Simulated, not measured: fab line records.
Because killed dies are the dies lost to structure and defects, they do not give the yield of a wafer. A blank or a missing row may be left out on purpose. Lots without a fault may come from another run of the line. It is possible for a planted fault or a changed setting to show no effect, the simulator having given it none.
fab line records / flow n5Finfet / part 2 of 2: steps 19 to 26 of 26
record lots=5 wafers=15 lastDay=17
route steps=1938 shown FIN_CUT@155
lots that met no fault: taken from a fault-free run of the same line
startH: the number of hours between the record's first day and the start of the first shown wafer of the lot / waitH: hours since the lot's step before / " as in the row above / L1.1+2: several wafers, shown together as one row / - no value present, or no start provided / * or withheld: withheld / < > ~ a bound
route shown NAME@n: names a module that has steps shown in the file, with the first one's number in the route / usual: mean and standard deviation over wafers with no fault / same: alike in all rows / chamber/n: place in a boat / sites: each site's reading / _std_site: how widely they spread, as a standard deviation / _edge_site: mean of outer sites minus mean of inner sites / radiusMm: for every site, how far away it sits from the centre of the wafer / mask NAME#n: copy n / behind: tool/chamber where the wafer was last shaped / hold: why the lot went on hold/how many hours it stayed there/how the hold came to an end / device: transistor that didn't switch, given as n, p or np / end of line: the route-end tests of the same wafers / a step without rows: its recipe alone / killed: count of dies lost to structure and defects at first sort (not the wafer's yield) / map: the dies of a wafer, with x for killed, . for not killed, _ for no die there
set.NAME: the setting as run; set.NAME@STEP: as run at that earlier step / model.NAME: the simulator's own value behind a step, which no gauge read
a table for each step, a row for each wafer; lots at some steps of the route
services: a tool's chamber out of use, with start hour (startH, from the record's first day; less than 0 if before it), hours out, and reason
## steps
# step N5_FIN_CUT_CUT_ETCH_26
# recipe chemistry=CH3F/O2 target=SiNx targetDepthA=390 maskMaterial=SOC timeS=55.7 pressureMtorr=30 sourceW=395 biasW=73 Ar_flow_sccm=150 CH3F_flow_sccm=30 O2_flow_sccm=20 ionEnergyEv=120
# usual drypumpMotorCurrentA=5.6/0.43 oes_ar_750_au=0.80/0.069 oesProductAu=0.79/0.073 rfVppV=298/6.5 showerheadPlenumPTorr=2.02/0.071 throttleValvePct=16.36/0.18
lot.wafer=L074.1 tool=rieDiel-03 chamber=3 startH=29.49 waitH=0.0 drypumpMotorCurrentA=4.9 oes_ar_750_au=0.79 oesProductAu=0.78 rfHoursCounterH=130 rfVppV=300 showerheadPlenumPTorr=2.09 throttleValvePct=16.55
lot.wafer=L074.4 tool=rieDiel-03 chamber=0 startH=29.49 waitH=0.0 drypumpMotorCurrentA=6.0 oes_ar_750_au=0.68 oesProductAu=0.68 rfHoursCounterH=246 rfVppV=305 showerheadPlenumPTorr=2.05 throttleValvePct=16.59
lot.wafer=L074.6 tool=rieDiel-03 chamber=1 startH=29.49 waitH=0.0 drypumpMotorCurrentA=6.5 oes_ar_750_au=0.81 oesProductAu=0.81 rfHoursCounterH=- rfVppV=302 showerheadPlenumPTorr=2.02 throttleValvePct=16.30
lot.wafer=L076.2 tool=rieDiel-03 chamber=0 startH=39.40 waitH=0.0 drypumpMotorCurrentA=6.0 oes_ar_750_au=0.67 oesProductAu=0.67 rfHoursCounterH=250 rfVppV=304 showerheadPlenumPTorr=2.04 throttleValvePct=16.60
lot.wafer=L076.3 tool=rieDiel-03 chamber=2 startH=39.40 waitH=0.0 drypumpMotorCurrentA=5.4 oes_ar_750_au=0.74 oesProductAu=0.73 rfHoursCounterH=175 rfVppV=299 showerheadPlenumPTorr=2.08 throttleValvePct=16.45
lot.wafer=L076.6 tool=rieDiel-03 chamber=0 startH=39.40 waitH=0.0 drypumpMotorCurrentA=6.0 oes_ar_750_au=0.68 oesProductAu=0.67 rfHoursCounterH=- rfVppV=306 showerheadPlenumPTorr=2.04 throttleValvePct=16.58
lot.wafer=L081.1 tool=rieDiel-02 chamber=2 startH=69.36 waitH=0.0 drypumpMotorCurrentA=5.5 oes_ar_750_au=0.80 oesProductAu=0.79 rfHoursCounterH=147 rfVppV=286 showerheadPlenumPTorr=2.01 throttleValvePct=16.37
lot.wafer=L081.5 tool=rieDiel-02 chamber=1 startH=69.36 waitH=0.0 drypumpMotorCurrentA=5.4 oes_ar_750_au=0.91 oesProductAu=0.91 rfHoursCounterH=- rfVppV=303 showerheadPlenumPTorr=2.12 throttleValvePct=16.03
lot.wafer=L081.6 tool=rieDiel-02 chamber=0 startH=69.36 waitH=0.0 drypumpMotorCurrentA=5.5 oes_ar_750_au=0.84 oesProductAu=0.84 rfHoursCounterH=- rfVppV=289 showerheadPlenumPTorr=1.94 throttleValvePct=16.14
lot.wafer=L084.2 tool=rieDiel-06 chamber=3 startH=88.31 waitH=0.0 drypumpMotorCurrentA=5.8 oes_ar_750_au=0.73 oesProductAu=0.72 rfHoursCounterH=172 rfVppV=294 showerheadPlenumPTorr=2.00 throttleValvePct=16.54
lot.wafer=L084.3 tool=rieDiel-06 chamber=2 startH=88.31 waitH=0.0 drypumpMotorCurrentA=5.8 oes_ar_750_au=0.82 oesProductAu=0.81 rfHoursCounterH=77 rfVppV=287 showerheadPlenumPTorr=1.86 throttleValvePct=16.25
lot.wafer=L084.5 tool=rieDiel-06 chamber=1 startH=88.31 waitH=0.0 drypumpMotorCurrentA=5.4 oes_ar_750_au=0.88 oesProductAu=0.87 rfHoursCounterH=- rfVppV=313 showerheadPlenumPTorr=2.06 throttleValvePct=16.42
lot.wafer=L087.3 tool=rieDiel-03 chamber=0 startH=106.17 waitH=0.0 drypumpMotorCurrentA=6.0 oes_ar_750_au=0.90 oesProductAu=0.91 rfHoursCounterH=12 rfVppV=304 showerheadPlenumPTorr=2.04 throttleValvePct=16.13
lot.wafer=L087.5 tool=rieDiel-03 chamber=0 startH=106.17 waitH=0.0 drypumpMotorCurrentA=6.0 oes_ar_750_au=0.90 oesProductAu=0.92 rfHoursCounterH=- rfVppV=304 showerheadPlenumPTorr=2.04 throttleValvePct=16.15
lot.wafer=L087.6 tool=rieDiel-03 chamber=3 startH=106.17 waitH=0.0 drypumpMotorCurrentA=4.9 oes_ar_750_au=0.77 oesProductAu=0.77 rfHoursCounterH=- rfVppV=298 showerheadPlenumPTorr=2.08 throttleValvePct=16.59
# step N5_FIN_CUT_CUT_ETCH_27
# recipe chemistry=CHF3/O2 target=SiO2 targetDepthA=40 maskMaterial=SOC overetchA=20 timeS=4.9 pressureMtorr=30 sourceW=650 biasW=170 Ar_flow_sccm=200 CHF3_flow_sccm=50 O2_flow_sccm=5 ionEnergyEv=200
# usual drypumpMotorCurrentA=5.6/0.43 oes_ar_750_au=0.80/0.069 oesProductAu=0.63/0.057 rfVppV=524/12 showerheadPlenumPTorr=2.43/0.084 throttleValvePct=18.82/0.18
lot.wafer=L074.1 tool=rieDiel-03 chamber=3 startH=29.54 waitH=0.0 drypumpMotorCurrentA=4.9 oes_ar_750_au=0.79 oesProductAu=0.62 rfHoursCounterH=130 rfVppV=525 showerheadPlenumPTorr=2.52 throttleValvePct=19.06
lot.wafer=L074.4 tool=rieDiel-03 chamber=0 startH=29.54 waitH=0.0 drypumpMotorCurrentA=6.0 oes_ar_750_au=0.67 oesProductAu=0.54 rfHoursCounterH=246 rfVppV=537 showerheadPlenumPTorr=2.46 throttleValvePct=19.01
lot.wafer=L074.6 tool=rieDiel-03 chamber=1 startH=29.54 waitH=0.0 drypumpMotorCurrentA=6.4 oes_ar_750_au=0.81 oesProductAu=0.64 rfHoursCounterH=- rfVppV=529 showerheadPlenumPTorr=2.43 throttleValvePct=18.77
lot.wafer=L076.2 tool=rieDiel-03 chamber=0 startH=39.45 waitH=0.0 drypumpMotorCurrentA=6.0 oes_ar_750_au=0.67 oesProductAu=0.55 rfHoursCounterH=250 rfVppV=537 showerheadPlenumPTorr=2.46 throttleValvePct=19.05
lot.wafer=L076.3 tool=rieDiel-03 chamber=2 startH=39.45 waitH=0.0 drypumpMotorCurrentA=5.4 oes_ar_750_au=0.73 oesProductAu=0.58 rfHoursCounterH=175 rfVppV=526 showerheadPlenumPTorr=2.50 throttleValvePct=18.92
lot.wafer=L076.6 tool=rieDiel-03 chamber=0 startH=39.45 waitH=0.0 drypumpMotorCurrentA=6.0 oes_ar_750_au=0.68 oesProductAu=0.55 rfHoursCounterH=- rfVppV=538 showerheadPlenumPTorr=2.46 throttleValvePct=19.04
lot.wafer=L081.1 tool=rieDiel-02 chamber=2 startH=69.41 waitH=0.0 drypumpMotorCurrentA=5.5 oes_ar_750_au=0.81 oesProductAu=0.61 rfHoursCounterH=147 rfVppV=505 showerheadPlenumPTorr=2.42 throttleValvePct=18.81
lot.wafer=L081.5 tool=rieDiel-02 chamber=1 startH=69.41 waitH=0.0 drypumpMotorCurrentA=5.4 oes_ar_750_au=0.91 oesProductAu=0.71 rfHoursCounterH=- rfVppV=533 showerheadPlenumPTorr=2.56 throttleValvePct=18.54
lot.wafer=L081.6 tool=rieDiel-02 chamber=0 startH=69.41 waitH=0.0 drypumpMotorCurrentA=5.6 oes_ar_750_au=0.83 oesProductAu=0.66 rfHoursCounterH=- rfVppV=509 showerheadPlenumPTorr=2.34 throttleValvePct=18.61
lot.wafer=L084.2 tool=rieDiel-06 chamber=3 startH=88.35 waitH=0.0 drypumpMotorCurrentA=5.8 oes_ar_750_au=0.73 oesProductAu=0.57 rfHoursCounterH=172 rfVppV=517 showerheadPlenumPTorr=2.40 throttleValvePct=18.99
lot.wafer=L084.3 tool=rieDiel-06 chamber=2 startH=88.35 waitH=0.0 drypumpMotorCurrentA=5.9 oes_ar_750_au=0.82 oesProductAu=0.65 rfHoursCounterH=77 rfVppV=507 showerheadPlenumPTorr=2.25 throttleValvePct=18.73
lot.wafer=L084.5 tool=rieDiel-06 chamber=1 startH=88.35 waitH=0.0 drypumpMotorCurrentA=5.4 oes_ar_750_au=0.88 oesProductAu=0.70 rfHoursCounterH=- rfVppV=550 showerheadPlenumPTorr=2.48 throttleValvePct=18.93
lot.wafer=L087.3 tool=rieDiel-03 chamber=0 startH=106.21 waitH=0.0 drypumpMotorCurrentA=6.0 oes_ar_750_au=0.90 oesProductAu=0.74 rfHoursCounterH=12 rfVppV=538 showerheadPlenumPTorr=2.46 throttleValvePct=18.63
lot.wafer=L087.5 tool=rieDiel-03 chamber=0 startH=106.21 waitH=0.0 drypumpMotorCurrentA=6.0 oes_ar_750_au=0.91 oesProductAu=0.74 rfHoursCounterH=- rfVppV=537 showerheadPlenumPTorr=2.46 throttleValvePct=18.63
lot.wafer=L087.6 tool=rieDiel-03 chamber=3 startH=106.21 waitH=0.0 drypumpMotorCurrentA=4.9 oes_ar_750_au=0.77 oesProductAu=0.60 rfHoursCounterH=- rfVppV=524 showerheadPlenumPTorr=2.51 throttleValvePct=19.12
# step N5_FIN_CUT_PRECLEAN_35
# recipe timeS=13.3 tempC=45 pressureTorr=125 pHfTorr=3 pCoreactantTorr=25 chemistry=vHF
# usual drypumpMotorCurrentA=5.6/0.34
lot.wafer=L074.1 tool=vaporEtch-02 chamber=0 startH=29.60 waitH=0.0 drypumpMotorCurrentA=5.6
lot.wafer=L074.4 tool=vaporEtch-02 chamber=0 startH=29.60 waitH=0.0 drypumpMotorCurrentA=5.6
lot.wafer=L074.6 tool=vaporEtch-02 chamber=1 startH=29.60 waitH=0.0 drypumpMotorCurrentA=5.1
lot.wafer=L076.2 tool=vaporEtch-01 chamber=0 startH=39.51 waitH=0.0 drypumpMotorCurrentA=6.0
lot.wafer=L076.3 tool=vaporEtch-01 chamber=1 startH=39.51 waitH=0.0 drypumpMotorCurrentA=5.9
lot.wafer=L076.6 tool=vaporEtch-01 chamber=0 startH=39.51 waitH=0.0 drypumpMotorCurrentA=6.0
lot.wafer=L081.1 tool=vaporEtch-02 chamber=1 startH=69.49 waitH=0.1 drypumpMotorCurrentA=5.1
lot.wafer=L081.5 tool=vaporEtch-02 chamber=0 startH=69.49 waitH=0.1 drypumpMotorCurrentA=5.6
lot.wafer=L081.6 tool=vaporEtch-02 chamber=1 startH=69.49 waitH=0.1 drypumpMotorCurrentA=5.1
lot.wafer=L084.2 tool=vaporEtch-01 chamber=0 startH=88.42 waitH=0.0 drypumpMotorCurrentA=6.0
lot.wafer=L084.3 tool=vaporEtch-01 chamber=0 startH=88.42 waitH=0.0 drypumpMotorCurrentA=6.0
lot.wafer=L084.5 tool=vaporEtch-01 chamber=0 startH=88.42 waitH=0.0 drypumpMotorCurrentA=6.0
lot.wafer=L087.3 tool=vaporEtch-01 chamber=0 startH=106.30 waitH=0.1 drypumpMotorCurrentA=6.0
lot.wafer=L087.5 tool=vaporEtch-01 chamber=1 startH=106.30 waitH=0.1 drypumpMotorCurrentA=5.8
lot.wafer=L087.6 tool=vaporEtch-01 chamber=0 startH=106.30 waitH=0.1 drypumpMotorCurrentA=6.0
# step N5_FIN_CUT_CUT_ETCH_15
# recipe chemistry=HBr/Cl2/O2 target=Si targetDepthA=1000 btTimeS=10 maskMaterial=SOC timeS=42.4 ionEnergyEv=* biasW=* pressureMtorr=10 icpW=800 HBr_flow_sccm=150 Cl2_flow_sccm=80 O2_flow_sccm=12
# usual drypumpMotorCurrentA=5.7/0.44 oesProductAu=0.990/0.014 throttleValvePct=37.2/0.32
lot.wafer=L074.1 tool=rieSi-04 chamber=3 startH=29.68 waitH=0.1 drypumpMotorCurrentA=5.9 oesProductAu=0.980 rfHoursCounterH=174 throttleValvePct=37.0
lot.wafer=L074.4 tool=rieSi-04 chamber=0 startH=29.68 waitH=0.1 drypumpMotorCurrentA=5.6 oesProductAu=0.966 rfHoursCounterH=2 throttleValvePct=37.1
lot.wafer=L074.6 tool=rieSi-04 chamber=2 startH=29.68 waitH=0.1 drypumpMotorCurrentA=5.9 oesProductAu=0.999 rfHoursCounterH=- throttleValvePct=37.3
lot.wafer=L076.2 tool=rieSi-05 chamber=2 startH=39.60 waitH=0.1 drypumpMotorCurrentA=5.1 oesProductAu=0.989 rfHoursCounterH=91 throttleValvePct=36.9
lot.wafer=L076.3 tool=rieSi-05 chamber=1 startH=39.60 waitH=0.1 drypumpMotorCurrentA=5.9 oesProductAu=0.991 rfHoursCounterH=50 throttleValvePct=37.5
lot.wafer=L076.6 tool=rieSi-05 chamber=2 startH=39.60 waitH=0.1 drypumpMotorCurrentA=5.1 oesProductAu=0.993 rfHoursCounterH=- throttleValvePct=37.0
lot.wafer=L081.1 tool=rieSi-05 chamber=3 startH=69.57 waitH=0.1 drypumpMotorCurrentA=5.1 oesProductAu=0.981 rfHoursCounterH=7 throttleValvePct=37.8
lot.wafer=L081.5 tool=rieSi-05 chamber=1 startH=69.57 waitH=0.1 drypumpMotorCurrentA=5.9 oesProductAu=0.988 rfHoursCounterH=- throttleValvePct=37.5
lot.wafer=L081.6 tool=rieSi-05 chamber=0 startH=69.57 waitH=0.1 drypumpMotorCurrentA=6.3 oesProductAu=0.981 rfHoursCounterH=- throttleValvePct=36.9
lot.wafer=L084.2 tool=rieSi-04 chamber=1 startH=88.50 waitH=0.1 drypumpMotorCurrentA=5.6 oesProductAu=1.034 rfHoursCounterH=140 throttleValvePct=37.0
lot.wafer=L084.3 tool=rieSi-04 chamber=0 startH=88.50 waitH=0.1 drypumpMotorCurrentA=5.6 oesProductAu=0.971 rfHoursCounterH=3 throttleValvePct=37.1
lot.wafer=L084.5 tool=rieSi-04 chamber=1 startH=88.50 waitH=0.1 drypumpMotorCurrentA=5.6 oesProductAu=1.026 rfHoursCounterH=- throttleValvePct=37.0
lot.wafer=L087.3 tool=rieSi-05 chamber=3 startH=106.36 waitH=0.0 drypumpMotorCurrentA=5.1 oesProductAu=0.978 rfHoursCounterH=8 throttleValvePct=37.8
lot.wafer=L087.5 tool=rieSi-05 chamber=3 startH=106.36 waitH=0.0 drypumpMotorCurrentA=5.0 oesProductAu=0.982 rfHoursCounterH=- throttleValvePct=37.8
lot.wafer=L087.6 tool=rieSi-05 chamber=0 startH=106.36 waitH=0.0 drypumpMotorCurrentA=6.2 oesProductAu=0.983 rfHoursCounterH=- throttleValvePct=36.9
# step N5_FIN_CUT_CUT_ETCH_28
# recipe chemistry=HBr/Cl2/O2 target=Si targetDepthA=60 maskMaterial=SOC timeS=2.4 ionEnergyEv=* biasW=* pressureMtorr=10 icpW=800 HBr_flow_sccm=150 Cl2_flow_sccm=80 O2_flow_sccm=12
# usual drypumpMotorCurrentA=5.7/0.44 oesProductAu=0.991/0.014 throttleValvePct=37.2/0.32
lot.wafer=L074.1 tool=rieSi-04 chamber=3 startH=29.74 waitH=0.0 drypumpMotorCurrentA=5.9 oesProductAu=0.983 rfHoursCounterH=174 throttleValvePct=37.0
lot.wafer=L074.4 tool=rieSi-04 chamber=0 startH=29.74 waitH=0.0 drypumpMotorCurrentA=5.6 oesProductAu=0.963 rfHoursCounterH=2 throttleValvePct=37.1
lot.wafer=L074.6 tool=rieSi-04 chamber=2 startH=29.74 waitH=0.0 drypumpMotorCurrentA=5.9 oesProductAu=1.004 rfHoursCounterH=- throttleValvePct=37.3
lot.wafer=L076.2 tool=rieSi-05 chamber=2 startH=39.65 waitH=0.0 drypumpMotorCurrentA=5.1 oesProductAu=0.990 rfHoursCounterH=91 throttleValvePct=36.9
lot.wafer=L076.3 tool=rieSi-05 chamber=1 startH=39.65 waitH=0.0 drypumpMotorCurrentA=5.9 oesProductAu=0.991 rfHoursCounterH=50 throttleValvePct=37.5
lot.wafer=L076.6 tool=rieSi-05 chamber=2 startH=39.65 waitH=0.0 drypumpMotorCurrentA=5.1 oesProductAu=0.985 rfHoursCounterH=- throttleValvePct=36.9
lot.wafer=L081.1 tool=rieSi-05 chamber=3 startH=69.62 waitH=0.0 drypumpMotorCurrentA=5.1 oesProductAu=0.988 rfHoursCounterH=7 throttleValvePct=37.8
lot.wafer=L081.5 tool=rieSi-05 chamber=1 startH=69.62 waitH=0.0 drypumpMotorCurrentA=5.9 oesProductAu=0.974 rfHoursCounterH=- throttleValvePct=37.5
lot.wafer=L081.6 tool=rieSi-05 chamber=0 startH=69.62 waitH=0.0 drypumpMotorCurrentA=6.2 oesProductAu=0.990 rfHoursCounterH=- throttleValvePct=36.9
lot.wafer=L084.2 tool=rieSi-04 chamber=1 startH=88.55 waitH=0.0 drypumpMotorCurrentA=5.6 oesProductAu=1.025 rfHoursCounterH=140 throttleValvePct=37.0
lot.wafer=L084.3 tool=rieSi-04 chamber=0 startH=88.55 waitH=0.0 drypumpMotorCurrentA=5.6 oesProductAu=0.968 rfHoursCounterH=3 throttleValvePct=37.1
lot.wafer=L084.5 tool=rieSi-04 chamber=1 startH=88.55 waitH=0.0 drypumpMotorCurrentA=5.6 oesProductAu=1.037 rfHoursCounterH=- throttleValvePct=37.0
lot.wafer=L087.3 tool=rieSi-05 chamber=3 startH=106.41 waitH=0.0 drypumpMotorCurrentA=5.1 oesProductAu=0.978 rfHoursCounterH=8 throttleValvePct=37.8
lot.wafer=L087.5 tool=rieSi-05 chamber=3 startH=106.41 waitH=0.0 drypumpMotorCurrentA=5.0 oesProductAu=0.985 rfHoursCounterH=- throttleValvePct=37.8
lot.wafer=L087.6 tool=rieSi-05 chamber=0 startH=106.41 waitH=0.0 drypumpMotorCurrentA=6.3 oesProductAu=0.990 rfHoursCounterH=- throttleValvePct=36.9
# step N5_FIN_CUT_STRIP_22
# recipe chemistry=N2/H2 powerW=500 tempC=40 pressureMtorr=50 rfFrequencyHz=6e+07 overashFraction=0.3 biasPowerW=8 h2Frac=0.5 n2FlowSccm=300 h2FlowSccm=300
# usual biasPowerW=8.002/0.024 drypumpMotorCurrentA=5.7/0.49 h2FlowSccm=300.0/0.92 oesProductAu=0.79/0.082 rfVppV=54.3/2.2 showerheadPlenumPTorr=3.40/0.1 throttleValvePct=18.9/0.42
lot.wafer=L074.1 tool=rieDiel-06 chamber=2 startH=29.80 waitH=0.0 biasPowerW=8.004 drypumpMotorCurrentA=5.9 h2FlowSccm=299.8 oesProductAu=0.84 rfHoursCounterH=60 rfVppV=49.8 showerheadPlenumPTorr=3.16 throttleValvePct=19.1
lot.wafer=L074.4 tool=rieDiel-06 chamber=0 startH=29.80 waitH=0.0 biasPowerW=7.981 drypumpMotorCurrentA=5.5 h2FlowSccm=299.4 oesProductAu=0.66 rfHoursCounterH=231 rfVppV=54.2 showerheadPlenumPTorr=3.32 throttleValvePct=19.0
lot.wafer=L074.6 tool=rieDiel-06 chamber=1 startH=29.80 waitH=0.0 biasPowerW=7.952 drypumpMotorCurrentA=5.4 h2FlowSccm=298.9 oesProductAu=0.92 rfHoursCounterH=- rfVppV=50.4 showerheadPlenumPTorr=3.41 throttleValvePct=18.2
lot.wafer=L076.2 tool=rieDiel-03 chamber=3 startH=39.72 waitH=0.0 biasPowerW=8.046 drypumpMotorCurrentA=4.9 h2FlowSccm=298.9 oesProductAu=0.78 rfHoursCounterH=134 rfVppV=53.7 showerheadPlenumPTorr=3.51 throttleValvePct=19.4
lot.wafer=L076.3 tool=rieDiel-03 chamber=2 startH=39.72 waitH=0.0 biasPowerW=8.012 drypumpMotorCurrentA=5.4 h2FlowSccm=298.9 oesProductAu=0.72 rfHoursCounterH=175 rfVppV=52.3 showerheadPlenumPTorr=3.47 throttleValvePct=18.8
lot.wafer=L076.6 tool=rieDiel-03 chamber=1 startH=39.72 waitH=0.0 biasPowerW=8.023 drypumpMotorCurrentA=6.5 h2FlowSccm=299.5 oesProductAu=0.80 rfHoursCounterH=- rfVppV=56.6 showerheadPlenumPTorr=3.37 throttleValvePct=18.4
lot.wafer=L081.1 tool=rieDiel-06 chamber=0 startH=69.69 waitH=0.0 biasPowerW=8.049 drypumpMotorCurrentA=5.5 h2FlowSccm=298.6 oesProductAu=0.68 rfHoursCounterH=243 rfVppV=55.4 showerheadPlenumPTorr=3.31 throttleValvePct=19.0
lot.wafer=L081.5 tool=rieDiel-06 chamber=1 startH=69.69 waitH=0.0 biasPowerW=7.994 drypumpMotorCurrentA=5.4 h2FlowSccm=300.6 oesProductAu=0.91 rfHoursCounterH=- rfVppV=58.0 showerheadPlenumPTorr=3.40 throttleValvePct=18.3
lot.wafer=L081.6 tool=rieDiel-06 chamber=2 startH=69.69 waitH=0.0 biasPowerW=8.010 drypumpMotorCurrentA=5.9 h2FlowSccm=299.1 oesProductAu=0.84 rfHoursCounterH=- rfVppV=50.4 showerheadPlenumPTorr=3.15 throttleValvePct=19.1
lot.wafer=L084.2 tool=rieDiel-06 chamber=0 startH=88.62 waitH=0.0 biasPowerW=8.021 drypumpMotorCurrentA=5.5 h2FlowSccm=300.5 oesProductAu=0.66 rfHoursCounterH=249 rfVppV=53.1 showerheadPlenumPTorr=3.31 throttleValvePct=19.0
lot.wafer=L084.3 tool=rieDiel-06 chamber=3 startH=88.62 waitH=0.0 biasPowerW=7.983 drypumpMotorCurrentA=5.8 h2FlowSccm=299.2 oesProductAu=0.71 rfHoursCounterH=172 rfVppV=57.9 showerheadPlenumPTorr=3.34 throttleValvePct=18.7
lot.wafer=L084.5 tool=rieDiel-06 chamber=0 startH=88.62 waitH=0.0 biasPowerW=8.010 drypumpMotorCurrentA=5.5 h2FlowSccm=299.7 oesProductAu=0.67 rfHoursCounterH=- rfVppV=53.8 showerheadPlenumPTorr=3.31 throttleValvePct=19.0
lot.wafer=L087.3 tool=rieDiel-03 chamber=2 startH=106.48 waitH=0.0 biasPowerW=8.026 drypumpMotorCurrentA=5.4 h2FlowSccm=299.4 oesProductAu=0.68 rfHoursCounterH=196 rfVppV=57.6 showerheadPlenumPTorr=3.46 throttleValvePct=18.9
lot.wafer=L087.5 tool=rieDiel-03 chamber=0 startH=106.48 waitH=0.0 biasPowerW=8.007 drypumpMotorCurrentA=6.0 h2FlowSccm=299.7 oesProductAu=0.93 rfHoursCounterH=- rfVppV=53.5 showerheadPlenumPTorr=3.48 throttleValvePct=19.5
lot.wafer=L087.6 tool=rieDiel-03 chamber=3 startH=106.48 waitH=0.0 biasPowerW=7.989 drypumpMotorCurrentA=4.9 h2FlowSccm=300.9 oesProductAu=0.76 rfHoursCounterH=- rfVppV=51.8 showerheadPlenumPTorr=3.49 throttleValvePct=19.5
# step N5_FIN_CUT_PRECLEAN_36
# recipe chemistry=O3/DIW timeS=60 tempC=22 o3Ppm=10
lot.wafer=L074.1+4+6 tool=wetBench-01 chamber=5,6,1 startH=29.88 waitH=-
lot.wafer=L076.2+3+6 tool=wetBench-01 chamber=3,0,6 startH=39.79 waitH=-
lot.wafer=L081.1+5+6 tool=wetBench-01 chamber=0,1,3 startH=69.75 waitH=-
lot.wafer=L084.2+3+5 tool=wetBench-03 chamber=0,4,3 startH=88.69 waitH=-
lot.wafer=L087.3+5+6 tool=wetBench-01 chamber=1,2,6 startH=106.55 waitH=-
# step N5_FIN_CUT_SRD_32
# recipe dry=ipaMarangoni timeS=30 tempC=23 rinseLiquid=diw
lot.wafer=L074.1+4+6 tool=wetBench-01 chamber=5,6,1 startH=29.90 waitH=0.0
lot.wafer=L076.2+3+6 tool=wetBench-01 chamber=3,0,6 startH=39.81 waitH=0.0
lot.wafer=L081.1+5+6 tool=wetBench-01 chamber=0,1,3 startH=69.78 waitH=0.0
lot.wafer=L084.2+3+5 tool=wetBench-03 chamber=0,4,3 startH=88.71 waitH=0.0
lot.wafer=L087.3+5+6 tool=wetBench-01 chamber=1,2,6 startH=106.57 waitH=0.0
## services
tool=rieDiel-02 chamber=1 startH=6.16 hours=3.1 kind=repair
tool=rieSi-05 chamber=3 startH=8.28 hours=9.7 kind=repair
tool=euvScanner-02 chamber=- startH=18.82 hours=5.8 kind=pm
tool=rieDiel-03 chamber=3 startH=22.47 hours=5.6 kind=repair
tool=rieDiel-03 chamber=- startH=24.05 hours=0.2 kind=repair
tool=rieDiel-03 chamber=0 startH=40.63 hours=- kind=clean
tool=rieDiel-03 chamber=0 startH=40.63 hours=- kind=consumableReplace:focusRing
tool=rieDiel-03 chamber=0 startH=40.63 hours=23.0 kind=scheduledDown
tool=rieDiel-03 chamber=0 startH=40.63 hours=23.0 kind=ventCycle
tool=euvScanner-02 chamber=- startH=41.38 hours=1.0 kind=pm
tool=vaporEtch-01 chamber=- startH=43.57 hours=2.8 kind=pm
tool=rieDiel-06 chamber=- startH=46.09 hours=0.8 kind=repair
tool=vaporEtch-01 chamber=- startH=51.16 hours=3.3 kind=repair
tool=euvScanner-01 chamber=- startH=57.08 hours=1.0 kind=pm
tool=euvScanner-02 chamber=- startH=59.50 hours=0.5 kind=repair
tool=vaporEtch-01 chamber=1 startH=63.01 hours=2.8 kind=repair
tool=euvScanner-02 chamber=- startH=88.11 hours=4.6 kind=pm
tool=rieSi-05 chamber=- startH=90.61 hours=0.2 kind=repair
tool=rieDiel-06 chamber=0 startH=92.05 hours=- kind=clean
tool=rieDiel-06 chamber=0 startH=92.05 hours=- kind=consumableReplace:focusRing
tool=rieDiel-06 chamber=0 startH=92.05 hours=18.9 kind=scheduledDown
tool=rieDiel-06 chamber=0 startH=92.05 hours=18.9 kind=ventCycle
tool=euvScanner-02 chamber=- startH=97.53 hours=1.0 kind=pm
tool=rieDiel-02 chamber=2 startH=105.66 hours=4.1 kind=repair
